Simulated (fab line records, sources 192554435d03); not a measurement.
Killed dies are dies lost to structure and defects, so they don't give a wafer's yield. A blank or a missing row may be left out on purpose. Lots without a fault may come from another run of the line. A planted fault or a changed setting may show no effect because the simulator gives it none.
Chamber matching | flow n5_finfet | N5_GATE_CUT_STRIP_59 on rie_diel-06: 4 sister chambers
The step strips in N2/H2, time 20 s. 4 wafers are shown with their chamber, then 9 later ones without.

WAFERS WITH THEIR CHAMBER
wafer  | chamber | drypump_motor_current_A (A)
L084.3 | 0       | 5.4
L084.4 | 3       | 5.2
L093.3 | 1       | 5.7
L093.6 | 2       | 5.9

WAFERS WITHOUT THEIR CHAMBER
wafer  | drypump_motor_current_A (A)
L095.2 | 5.1
L095.3 | 5.4
L095.6 | 5.7
L096.4 | 5.4
L096.5 | 5.8
L096.6 | 5.8
L097.1 | 5.4
L097.3 | 5.8
L097.6 | 5.8

WHICH CHAMBER EACH WENT THROUGH
wafer  | from the rows above     | in truth
L095.2 | 3                       | 3
L095.3 | 0                       | 0
L095.6 | 1                       | 1
L096.4 | 0                       | 0
L096.5 | can't be placed: 1 or 2 | 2
L096.6 | can't be placed: 1 or 2 | 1
L097.1 | 0                       | 0
L097.3 | can't be placed: 1 or 2 | 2
L097.6 | can't be placed: 1 or 2 | 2
Placed correctly: 5 of 9. Can't be placed from these rows: 4 (the true chamber is among the candidates in 4). Placed wrongly: 0.
How it was worked out, from the rows above alone: a wafer's distance from a chamber is the root of the sum, over the readings, of the square of ((its reading less the chamber's mean) divided by the reading's scatter). The wafer belongs to the nearest chamber; if the next one is less than 2 further off, it can't be placed. A chamber's mean is the mean of its shown wafers. The scatter: with one shown wafer a chamber, the root of the mean of the squares of how far each hidden wafer lies from its nearest shown one.
